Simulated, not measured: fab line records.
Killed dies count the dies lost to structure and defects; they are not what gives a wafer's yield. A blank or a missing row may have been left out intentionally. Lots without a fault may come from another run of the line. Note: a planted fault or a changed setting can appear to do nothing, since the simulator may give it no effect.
Split-lot experiment / flow n5 finfet / 21 wafers read across 7 lots, on a route 1938 steps long

== ON THE SPLIT ==
At N5_DUMMY_GATE_PECVD_30 (deposits SiO2 from TEOS/O2, target thk 55 nm, time 10.8 s), the setting time s was moved away from the recipe's 10.8 s on 7 of the 21 wafers read, by -14.8% to +11.9%. The other wafers ran this setting at the recipe's value.

== FROM THE SPLIT TO THE READING: what the file shows between them, 4 steps ==
- N5_DUMMY_GATE_COAT_34: time 60 s, resist thk 60 nm
- N5_DUMMY_GATE_COAT_35: time 60 s, resist thk 10 nm
- N5_DUMMY_GATE_HM_OPEN_21: chemistry CH3F/O2, target SiNx, target depth 120 nm, time 171.4 s
- N5_DUMMY_GATE_ETCH_32: etches SiO2 in CF4, target depth 3.5 nm, time 3.9 s

== THE READING ==
SiO2_of_DUMMY_GATE_PECVD_30.thk nm (the simulator's own value, which no gauge read), in nm, at N5_DUMMY_GATE_ETCH_23 (etches poly-Si in HBr/Cl2/O2, target depth 41 nm, time 22.3 s). There is no usual value for it anywhere in the file. The 14 wafers here that ran the recipe average 38.6 nm, standard deviation 0.77 nm.

wafer=L080.1; tool, chamber at the split=pecvd-01, 0; time s as run, s=10.8; against the recipe=recipe; SiO2_of_DUMMY_GATE_PECVD_30.thk nm, nm=37.6; against lot-mates on the recipe=-
wafer=L080.2; tool, chamber at the split=pecvd-01, 1; time s as run, s=10.8; against the recipe=recipe; SiO2_of_DUMMY_GATE_PECVD_30.thk nm, nm=39.6; against lot-mates on the recipe=-
wafer=L080.5; tool, chamber at the split=pecvd-01, 2; time s as run, s=11.88; against the recipe=+10.0%; SiO2_of_DUMMY_GATE_PECVD_30.thk nm, nm=45; against lot-mates on the recipe=+6.4
wafer=L087.1; tool, chamber at the split=pecvd-02, 1; time s as run, s=9.447; against the recipe=-12.5%; SiO2_of_DUMMY_GATE_PECVD_30.thk nm, nm=31.6; against lot-mates on the recipe=-5.8
wafer=L087.2; tool, chamber at the split=pecvd-02, 0; time s as run, s=10.8; against the recipe=recipe; SiO2_of_DUMMY_GATE_PECVD_30.thk nm, nm=37.4; against lot-mates on the recipe=-
wafer=L087.4; tool, chamber at the split=pecvd-02, 1; time s as run, s=9.447; against the recipe=-12.5%; SiO2_of_DUMMY_GATE_PECVD_30.thk nm, nm=32; against lot-mates on the recipe=-5.4
wafer=L090.1; tool, chamber at the split=pecvd-04, 0; time s as run, s=12.08; against the recipe=+11.9%; SiO2_of_DUMMY_GATE_PECVD_30.thk nm, nm=43.8; against lot-mates on the recipe=+5.4
wafer=L090.5; tool, chamber at the split=pecvd-04, 0; time s as run, s=12.08; against the recipe=+11.9%; SiO2_of_DUMMY_GATE_PECVD_30.thk nm, nm=44.6; against lot-mates on the recipe=+6.2
wafer=L090.6; tool, chamber at the split=pecvd-04, 1; time s as run, s=10.8; against the recipe=recipe; SiO2_of_DUMMY_GATE_PECVD_30.thk nm, nm=38.4; against lot-mates on the recipe=-
wafer=L091.1; tool, chamber at the split=pecvd-04, 1; time s as run, s=10.8; against the recipe=recipe; SiO2_of_DUMMY_GATE_PECVD_30.thk nm, nm=39; against lot-mates on the recipe=-
wafer=L091.6; tool, chamber at the split=pecvd-04, 1; time s as run, s=10.8; against the recipe=recipe; SiO2_of_DUMMY_GATE_PECVD_30.thk nm, nm=39; against lot-mates on the recipe=-
wafer=L091.5; tool, chamber at the split=pecvd-04, 0; time s as run, s=10.09; against the recipe=-6.6%; SiO2_of_DUMMY_GATE_PECVD_30.thk nm, nm=36; against lot-mates on the recipe=-3.0
wafer=L093.1; tool, chamber at the split=pecvd-04, 0; time s as run, s=10.8; against the recipe=recipe; SiO2_of_DUMMY_GATE_PECVD_30.thk nm, nm=37.2; against lot-mates on the recipe=-
wafer=L093.2; tool, chamber at the split=pecvd-04, 1; time s as run, s=10.8; against the recipe=recipe; SiO2_of_DUMMY_GATE_PECVD_30.thk nm, nm=38.2; against lot-mates on the recipe=-
wafer=L093.5; tool, chamber at the split=pecvd-04, 0; time s as run, s=10.8; against the recipe=recipe; SiO2_of_DUMMY_GATE_PECVD_30.thk nm, nm=39.4; against lot-mates on the recipe=-
wafer=L095.1; tool, chamber at the split=pecvd-02, 1; time s as run, s=10.8; against the recipe=recipe; SiO2_of_DUMMY_GATE_PECVD_30.thk nm, nm=39; against lot-mates on the recipe=-
wafer=L095.3; tool, chamber at the split=pecvd-02, 2; time s as run, s=10.8; against the recipe=recipe; SiO2_of_DUMMY_GATE_PECVD_30.thk nm, nm=38.6; against lot-mates on the recipe=-
wafer=L095.6; tool, chamber at the split=pecvd-02, 1; time s as run, s=10.8; against the recipe=recipe; SiO2_of_DUMMY_GATE_PECVD_30.thk nm, nm=39.8; against lot-mates on the recipe=-
wafer=L096.1; tool, chamber at the split=pecvd-02, 1,2; time s as run, s=10.8; against the recipe=recipe; SiO2_of_DUMMY_GATE_PECVD_30.thk nm, nm=39; against lot-mates on the recipe=-
wafer=L096.3; tool, chamber at the split=pecvd-02, 1,2; time s as run, s=10.8; against the recipe=recipe; SiO2_of_DUMMY_GATE_PECVD_30.thk nm, nm=38.8; against lot-mates on the recipe=-
wafer=L096.6; tool, chamber at the split=pecvd-02, 2; time s as run, s=9.2; against the recipe=-14.8%; SiO2_of_DUMMY_GATE_PECVD_30.thk nm, nm=31.6; against lot-mates on the recipe=-7.3
The file does not say which wafer passed through which chamber wherever a row lists several chambers: such a row stands for several wafers.

THE FIT
A straight line over all 21 wafers: SiO2_of_DUMMY_GATE_PECVD_30.thk nm changes by +0.511 nm for each +1% of time s; r = +0.98; the points scatter about the line by 0.79 nm.
The same after taking each lot's own level away (the mean of its wafers on the recipe; 21 wafers): +0.492 nm for each +1%; r = +0.98; scatter 0.65 nm.
That fit puts the effect of the largest move of time s on the reading at 7.3 nm.
Measured against the standard deviation above, the lots' own levels, which go from 37.40 to 39.13 nm, span 2.2 times it.
So the lot-to-lot level changes the slope little: the two slopes agree.
Check: -7.11 nm against its lot-mates is what the line predicts for one of the wafers moved furthest among these (-14.8%) when that wafer is left out of the fit. It came out at -7.3 nm against them.

== OTHER SPLITS APPLIED TO THESE WAFERS ==
These wafers also went through other splits before the reading. Each is held against what the fit with the lots' levels taken away leaves over:
other split on the same wafers=N5_PMOS_HMC_CHANNEL_EPI_PEB_07 peb temp c; wafers away from the commonest value=9; r with SiO2_of_DUMMY_GATE_PECVD_30.thk nm (lot level and that fit taken away)=-0.07
other split on the same wafers=N5_PMOS_HMC_CHANNEL_EPI_ETCH_32 bias w; wafers away from the commonest value=8; r with SiO2_of_DUMMY_GATE_PECVD_30.thk nm (lot level and that fit taken away)=-0.16
other split on the same wafers=N5_FIN_SAQP_ETCH_34 source w; wafers away from the commonest value=9; r with SiO2_of_DUMMY_GATE_PECVD_30.thk nm (lot level and that fit taken away)=+0.03
other split on the same wafers=N5_FIN_SAQP_FIN_ETCH_36 icp w; wafers away from the commonest value=7; r with SiO2_of_DUMMY_GATE_PECVD_30.thk nm (lot level and that fit taken away)=+0.05
other split on the same wafers=N5_FIN_CUT_ETCH_21 time s; wafers away from the commonest value=9; r with SiO2_of_DUMMY_GATE_PECVD_30.thk nm (lot level and that fit taken away)=-0.28

== THE WHOLE CHAIN: every reading that the file lists as answering this split, in the file's order ==
step=N5_DUMMY_GATE_PECVD_30; what it does=deposits SiO2 from TEOS/O2, target thk 55 nm, time 10.8 s; reading=SiO2_of_DUMMY_GATE_PECVD_30.thk nm (the simulator's own value, which no gauge read); change (the file's fit)=+0.49 nm for each +1% of the setting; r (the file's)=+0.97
step=N5_DUMMY_GATE_ETCH_23; what it does=etches poly-Si in HBr/Cl2/O2, target depth 41 nm, time 22.3 s; reading=SiO2_of_DUMMY_GATE_PECVD_30.thk nm (the simulator's own value, which no gauge read); change (the file's fit)=+0.501 nm for each +1% of the setting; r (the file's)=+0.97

== FILE'S OWN FIT ==
SiO2_of_DUMMY_GATE_PECVD_30.thk nm changes by +0.501 nm for each +1% of time s, r = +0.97.
